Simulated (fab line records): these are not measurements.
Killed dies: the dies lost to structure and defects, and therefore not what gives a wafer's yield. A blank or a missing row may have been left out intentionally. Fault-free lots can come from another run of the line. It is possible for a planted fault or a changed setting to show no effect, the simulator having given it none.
fab line records	flow nand-harc
record: lots: 12	wafers: 36	last-day: 24
route steps=1159 shown A_STAIRCASE@617 END@1159
lots that met no fault: from a run of the same line without faults
start-h: hours from the record's opening day to when the first of the lot's shown wafers began	wait-h: hours elapsed since this lot's preceding step	" the same as in the row above	L1.1+2: one row covering several wafers at once	- no value present, or no start provided	* or withheld: withheld	< > ~ a bound
route shown NAME@n: a module of which the file shows steps, and the number in the route of the first	usual: mean/standard deviation of fault-free wafers	same: alike in all rows	chamber/n: place in a boat	sites: per-site readings	_std_site: standard deviation across them	_edge_site: outer sites' mean less inner sites'	radius-mm: how far each site lies from the wafer's centre	mask NAME#n: copy n	behind: the last tool/chamber to shape the wafer	hold: why the lot was held/for how many hours/how that ended	device: whichever transistor did not switch (one of n, p or np)	end of line: the route-end tests of the same wafers	a step without rows: its recipe alone	killed: not the wafer's yield, but the dies lost to structure and defects at the first sort	map: dies across one wafer; x = killed, . = not, _ = none there
set.NAME: setting as actually run; set.NAME@STEP: the setting as run at that earlier step	model.NAME: the simulator's own value behind a step, which no gauge read
one table for each step of the route and one row for each wafer, over a sample of lots
services: the hour from which a tool's chamber was out of use, counted from the record's first day as start-h (under 0 if before that day), plus the number of hours and why
== steps ==
step: NHARC_A_STAIRCASE_ETCH_223
recipe: target-depth-a: 1000	time-s: 40.5	ion-energy-ev: 400	c4f8-flow-sccm: 20	o2-flow-sccm: 10	ar-flow-sccm: withheld	rf-w: 600	bias-w: 1000	chemistry: C4F8/O2
usual: oes-product-au: 0.942/0.013	rf-vpp-V: 896/3.9
lot.wafer	tool	chamber	start-h	wait-h	oes-product-au	rf-hours-counter-h	rf-vpp-V
L572.1	rie-diel-07	0	-	-	0.952	4	900
L572.3	"	1	"	"	0.954	5	894
L572.2	"	3	"	"	0.935	4	898
L573.2	rie-diel-07	2	-	-	0.939	7	894
L573.3	"	0	"	"	0.947	7	899
L573.5	"	1	"	"	0.960	-	895
L577.2	rie-diel-03	1	-	-	0.922	23	901
L577.5	"	3	"	"	0.943	-	896
L577.6	"	1	"	"	0.933	-	898
L576.4	rie-diel-07	0	-	-	0.944	14	898
L576.2	"	2	"	"	0.936	15	894
L576.5	"	1	"	"	0.948	-	895
L579.3	rie-diel-07	3	-	-	0.928	15	895
L579.5	"	1	"	"	0.963	-	895
L579.6	"	2	"	"	0.942	-	894
L581.1	rie-diel-07	0	-	-	0.966	23	900
L581.5	"	3	"	"	0.932	-	897
L581.6	"	0	"	"	0.959	-	900
L582.4	rie-diel-11	1	-	-	0.919	41	899
L582.6	"	1	"	"	0.922	-	901
L582.5	"	2	"	"	0.938	-	888
L583.2	rie-diel-03	3	-	-	0.950	36	894
L583.3	"	0	"	"	0.951	29	901
L583.5	"	1	"	"	0.938	-	899
L584.3	rie-diel-07	0	-	-	0.956	33	899
L584.2	"	1	"	"	0.956	33	895
L584.1	"	3	"	"	0.937	31	897
L586.3	rie-diel-11	3	-	-	0.918	54	891
L586.5	"	2	"	"	0.947	-	888
L586.6	"	3	"	"	0.922	-	892
L592.2	rie-diel-11	1	-	-	0.937	58	899
L592.3	"	3	"	"	0.916	61	891
L592.4	"	0	"	"	0.913	62	894
L595.3	rie-diel-03	3	-	-	0.955	66	894
L595.2	"	0	"	"	0.949	59	901
L595.1	"	1	"	"	0.931	58	899
step: NHARC_A_STAIRCASE_ETCH_227
recipe: target-depth-a: 1000	time-s: 40.5	ion-energy-ev: 400	c4f8-flow-sccm: 20	o2-flow-sccm: 10	ar-flow-sccm: withheld	rf-w: 600	bias-w: 1000	chemistry: C4F8/O2
usual: oes-product-au: 0.942/0.013	rf-vpp-V: 896/3.9
lot.wafer	tool	chamber	start-h	wait-h	oes-product-au	rf-hours-counter-h	rf-vpp-V
L572.1	rie-diel-07	0	-	-	0.963	5	898
L572.2	"	1	"	"	0.954	5	896
L572.3	"	2	"	"	0.942	4	892
L573.2	rie-diel-07	0	-	-	0.948	7	899
L573.3	"	3	"	"	0.929	7	898
L573.5	"	0	"	"	0.948	-	900
L577.2	rie-diel-03	2	-	-	0.918	21	902
L577.6	"	3	"	"	0.924	-	893
L577.5	"	1	"	"	0.917	-	899
L576.2	rie-diel-07	1	-	-	0.950	15	896
L576.4	"	0	"	"	0.952	15	898
L576.5	"	1	"	"	0.953	-	895
L579.3	rie-diel-07	3	-	-	0.934	15	899
L579.5	"	0	"	"	0.956	-	900
L579.6	"	1	"	"	0.950	-	896
L581.1	rie-diel-07	3	-	-	0.935	21	897
L581.6	"	3	"	"	0.936	-	896
L581.5	"	0	"	"	0.955	-	899
L582.4	rie-diel-11	1	-	-	0.937	41	900
L582.5	"	2	"	"	0.954	-	890
L582.6	"	3	"	"	0.932	-	890
L583.3	rie-diel-03	3	-	-	0.961	36	895
L583.2	"	0	"	"	0.961	29	901
L583.5	"	3	"	"	0.960	-	896
L584.1	rie-diel-07	1	-	-	0.962	33	896
L584.3	"	3	"	"	0.931	31	896
L584.2	"	0	"	"	0.953	33	899
L586.3	rie-diel-11	2	-	-	0.949	50	889
L586.5	"	0	"	"	0.925	-	894
L586.6	"	1	"	"	0.938	-	898
L592.3	rie-diel-11	0	-	-	0.915	62	894
L592.2	"	3	"	"	0.917	61	891
L592.4	"	3	"	"	0.909	-	889
L595.3	rie-diel-03	3	-	-	0.949	67	894
L595.1	"	0	"	"	0.954	59	901
L595.2	"	1	"	"	0.928	58	900
step: NHARC_A_STAIRCASE_TRIM_229
recipe: time-s: 211.2	o2-flow-sccm: 500	ar-flow-sccm: 0	bias-w: 0	chemistry: O2
usual: drypump-motor-current-A: 5.8/0.6	oes-product-au: 1.003/0.013	rf-vpp-V: 57.8/0.81	run-length-s: 232.4/0.38	showerhead-plenum-p-Torr: 3.52/0.091	throttle-valve-pct: 17.036/0.0096
lot.wafer	tool	chamber	start-h	wait-h	drypump-motor-current-A	oes-product-au	rf-hours-counter-h	rf-vpp-V	run-length-s	showerhead-plenum-p-Torr	throttle-valve-pct
L572.3	rie-diel-07	3	247.08	0.1	5.1	0.978	4	57.5	232.4	3.55	17.043
L572.2	"	0	"	"	5.4	1.020	5	57.4	232.0	3.62	17.045
L572.1	"	1	"	"	6.6	1.014	5	57.8	231.9	3.52	17.039
L573.2	rie-diel-07	1	252.13	0.1	6.7	1.014	7	56.9	232.4	3.51	17.038
L573.3	"	2	"	"	6.2	0.999	7	58.1	232.1	3.46	17.039
L573.5	"	0	"	"	5.3	1.007	-	56.7	232.0	3.62	17.039
L577.2	rie-diel-07	2	273.75	0.1	6.2	0.998	14	59.3	232.5	3.45	17.040
L577.5	"	1	"	"	6.7	1.004	-	57.5	232.1	3.51	17.048
L577.6	"	2	"	"	6.2	0.996	-	57.2	232.1	3.46	17.032
L576.2	rie-diel-07	2	275.33	0.1	6.2	0.992	15	58.8	232.3	3.45	17.024
L576.4	"	0	"	"	5.3	1.014	15	57.3	232.2	3.62	17.023
L576.5	"	2	"	"	6.2	0.993	-	57.9	232.3	3.45	17.040
L579.3	rie-diel-07	2	278.03	0.1	6.2	0.992	16	56.4	232.4	3.45	17.040
L579.5	"	1	"	"	6.7	1.014	-	58.3	232.2	3.51	17.046
L579.6	"	2	"	"	6.2	0.993	-	57.0	232.7	3.45	17.037
L581.1	rie-diel-07	0	295.24	0.1	5.3	1.021	23	57.1	232.1	3.61	17.023
L581.6	"	1	"	"	6.7	1.013	-	57.4	232.3	3.50	17.047
L581.5	"	2	"	"	6.2	0.997	-	57.7	232.0	3.45	17.027
L582.4	rie-diel-11	0	313.81	0.1	6.1	0.985	44	59.2	232.0	3.46	17.034
L582.6	"	2	"	"	5.6	1.011	-	57.3	232.8	3.33	17.047
L582.5	"	3	"	"	5.4	0.973	-	56.8	232.3	3.40	17.042
L583.3	rie-diel-03	0	318.39	0.1	5.6	1.012	29	58.2	232.9	3.67	17.032
L583.2	"	3	"	"	6.8	1.029	37	57.6	232.8	3.48	17.053
L583.5	"	1	"	"	4.9	0.991	-	58.0	232.2	3.62	17.038
L584.2	rie-diel-07	3	321.41	0.1	5.1	0.989	31	57.9	232.9	3.54	17.036
L584.3	"	0	"	"	5.4	1.004	33	57.5	232.2	3.60	17.028
L584.1	"	2	"	"	6.2	0.998	32	57.6	232.0	3.45	17.035
L586.3	rie-diel-11	0	340.82	0.1	6.1	0.981	54	56.6	232.5	3.46	17.025
L586.5	"	3	"	"	5.4	0.974	-	58.4	232.5	3.39	17.028
L586.6	"	0	"	"	6.1	0.983	-	59.0	232.2	3.46	17.032
L592.2	rie-diel-07	1	362.03	0.1	6.7	1.011	47	58.0	231.9	3.49	17.020
L592.3	"	2	"	"	6.2	1.005	45	56.7	232.0	3.44	17.026
L592.4	"	3	"	"	5.1	0.983	43	58.9	232.4	3.53	17.038
L595.2	rie-diel-03	0	386.58	0.1	5.6	1.013	59	56.8	233.6	3.65	17.023
L595.1	"	1	"	"	4.9	1.014	58	57.4	232.9	3.61	17.046
L595.3	"	2	"	"	5.7	1.007	52	58.8	233.1	3.69	17.051
step: NHARC_A_STAIRCASE_TRIM_233
recipe: time-s: 211.2	o2-flow-sccm: 500	ar-flow-sccm: 0	bias-w: 0	chemistry: O2
usual: drypump-motor-current-A: 5.8/0.59	oes-product-au: 1.001/0.015	rf-vpp-V: 57.8/0.85	run-length-s: 232.5/0.38	showerhead-plenum-p-Torr: 3.53/0.091	throttle-valve-pct: 17.036/0.0084
lot.wafer	tool	chamber	start-h	wait-h	drypump-motor-current-A	oes-product-au	rf-hours-counter-h	rf-vpp-V	run-length-s	showerhead-plenum-p-Torr	throttle-valve-pct
L572.2	rie-diel-07	3	247.64	-	5.1	0.972	5	58.8	232.7	3.55	17.027
L572.3	"	0	"	"	5.3	1.024	5	57.4	232.4	3.62	17.032
L572.1	"	1	"	"	6.7	1.019	5	57.6	231.9	3.52	17.031
L573.2	rie-diel-07	0	252.63	-	5.3	1.013	7	56.5	232.1	3.62	17.050
L573.3	"	2	"	"	6.2	0.981	7	59.3	232.4	3.46	17.036
L573.5	"	0	"	"	5.3	1.000	-	57.8	232.3	3.62	17.024
L577.2	rie-diel-07	1	274.36	-	6.7	1.012	15	57.7	232.0	3.51	17.043
L577.5	"	2	"	"	6.2	0.987	-	57.4	232.1	3.46	17.046
L577.6	"	3	"	"	5.1	0.986	-	58.7	232.5	3.55	17.041
L576.4	rie-diel-07	2	275.85	-	6.2	0.995	15	57.9	232.2	3.45	17.041
L576.2	"	0	"	"	5.3	1.002	15	57.4	232.3	3.61	17.032
L576.5	"	1	"	"	6.7	1.009	-	56.7	231.8	3.51	17.044
L579.3	rie-diel-07	1	278.54	-	6.7	1.015	17	58.2	232.3	3.51	17.044
L579.6	"	3	"	"	5.1	0.991	-	57.3	232.5	3.55	17.038
L579.5	"	0	"	"	5.4	1.040	-	58.2	232.2	3.61	17.038
L581.1	rie-diel-07	3	295.72	-	5.1	0.980	21	58.4	233.0	3.54	17.043
L581.6	"	3	"	"	5.1	0.975	-	57.6	232.8	3.55	17.045
L581.5	"	0	"	"	5.3	1.019	-	57.6	232.5	3.61	17.027
L582.4	rie-diel-11	1	314.32	-	6.4	0.992	41	56.9	232.1	3.61	17.035
L582.6	"	3	"	"	5.4	0.982	-	58.5	232.8	3.40	17.034
L582.5	"	0	"	"	6.1	0.965	-	58.2	232.1	3.46	17.044
L583.2	rie-diel-03	3	319.01	-	6.8	1.010	37	58.3	232.9	3.48	17.036
L583.3	"	0	"	"	5.6	1.007	30	58.4	232.9	3.67	17.030
L583.5	"	0	"	"	5.6	1.007	-	58.5	233.3	3.67	17.034
L584.1	rie-diel-07	3	321.91	-	5.1	0.980	32	56.7	233.0	3.54	17.044
L584.2	"	0	"	"	5.3	1.016	33	59.1	232.1	3.60	17.048
L584.3	"	1	"	"	6.7	1.010	33	58.5	232.0	3.50	17.038
L586.3	rie-diel-11	3	341.30	-	5.4	0.973	54	58.8	232.5	3.39	17.041
L586.6	"	3	"	"	5.4	0.978	-	59.3	232.9	3.39	17.038
L586.5	"	0	"	"	6.1	0.983	-	57.6	232.4	3.46	17.032
L592.2	rie-diel-07	2	362.53	-	6.2	0.997	45	57.7	232.5	3.44	17.047
L592.3	"	0	"	"	5.3	1.022	46	57.9	302.3	3.60	17.041
L592.4	"	1	"	"	6.7	1.024	47	57.9	231.9	3.49	17.027
L595.1	rie-diel-03	3	387.20	-	6.8	1.015	67	56.7	233.1	3.47	17.046
L595.2	"	0	"	"	5.6	1.021	59	59.8	232.8	3.65	17.057
L595.3	"	2	"	"	5.7	1.001	52	57.3	232.4	3.69	17.013
step: NHARC_END_SORT_01
recipe: temp-c: 25
usual: killed-at-array: 26/10	killed-at-other: 0.5/0.87	killed-at-periphery: 3.0/2.5	killed-dies: 29/11	killed-open: 3.3/1.9	killed-short: 1.8/1.5
same: gross-dies: 677
lot.wafer	tool	chamber	start-h	wait-h	killed-at-array	killed-at-other	killed-at-periphery	killed-dies	killed-open	killed-short
L592.2	prober-02	0	558.67	2.8	9	0	2	11	3	1
L592.3	prober-02	0	559.46	3.1	103	0	3	106	0	5
L592.4	prober-02	0	560.26	3.4	11	0	2	13	3	0
killed by level:class
L592.2 A_STAIRCASE:chamber-film-flake=4 P_CONTACT:geometric-particle:open=1 A_SOURCE_PLATE:geometric-particle:open=1 A_ONON_D1:geometric-particle:short=1 A_M0:geometric-particle:open=1 P_GATE:chamber-film-flake=1 A_CHANNEL_HOLE_D1:chamber-film-flake=1 A_CONTACT:chamber-film-flake=1
L592.3 A_STAIRCASE:area-trim=89 A_CHANNEL_HOLE_D1:chamber-film-flake=3 A_STAIRCASE:chamber-film-flake=3 A_CONTACT:chamber-film-flake=3 A_ONON_D1:geometric-particle:short=2 A_CHANNEL_FILL_D1:geometric-particle:short=2 P_GATE:chamber-film-flake=2 A_M0:geometric-particle:short=1
L592.4 A_CHANNEL_HOLE_D1:chamber-film-flake=5 A_STAIRCASE:chamber-film-flake=3 P_GATE:geometric-particle:open=1 A_CHANNEL_FILL_D1:geometric-particle:open=1 A_CONTACT:geometric-particle:open=1 P_GATE:chamber-film-flake=1 A_CONTACT:chamber-film-flake=1
== services ==
tool	chamber	start-h	hours	kind
rie-diel-07	-	228.35	9.0	pm
rie-diel-07	0	228.35	9.0	vent-cycle
rie-diel-07	1	228.35	9.0	vent-cycle
rie-diel-07	2	228.35	9.0	vent-cycle
rie-diel-07	3	228.35	9.0	vent-cycle
rie-diel-07	0	237.35	-	clean
rie-diel-07	1	237.35	-	clean
rie-diel-07	2	237.35	-	clean
rie-diel-07	3	237.35	-	clean
rie-diel-07	0	261.85	-	clean
rie-diel-07	1	261.85	-	clean
rie-diel-07	2	261.85	-	clean
rie-diel-07	3	261.85	-	clean
rie-diel-03	0	269.25	10.1	repair
rie-diel-03	-	281.47	2.5	repair
rie-diel-07	0	286.35	-	clean
rie-diel-03	2	288.86	36.9	repair
rie-diel-03	1	298.74	9.8	repair
rie-diel-03	0	305.88	5.3	repair
rie-diel-11	-	346.13	0.5	repair
rie-diel-03	1	350.16	4.0	repair
rie-diel-11	-	355.38	0.4	repair
rie-diel-11	1	361.75	2.5	repair
rie-diel-11	-	366.50	9.0	pm
== key ==
first-sign: step: NHARC_A_STAIRCASE_TRIM_233	reading: run-length-s	direction: up	sigmas: 99+	usual: *	struck: *
effect: step: NHARC_END_SORT_01	reading: killed-at-array	direction: up	sigmas: 7.7	usual: 26	struck: 103
more-kills-born-at: NHARC_A_STAIRCASE_TRIM_233@rie-diel-07: 89
met-at NHARC_A_STAIRCASE_TRIM_233
struck-lots L592
struck-wafers L592.3
tester-left-out L592
not-acting-at NHARC_A_STAIRCASE_ETCH_223,NHARC_A_STAIRCASE_ETCH_227,NHARC_A_STAIRCASE_TRIM_229
onset-between 321.91 362.53
fault: kind: process-parameter-drift	tool: rie-diel-07	chamber: 0	onset-h: 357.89	steps: NHARC_A_STAIRCASE_TRIM_233	channel: time-s	offset: *	shape: step	end-h: 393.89	acts-in: *	stated: *
tester-left-out: of these lots the tester's yield and bins aren't shown, on N5 and GAA mostly nor the transistor test; their killed dies are dies lost to structure and defects alone, not to doping, threshold or leakage, so they don't give the yield
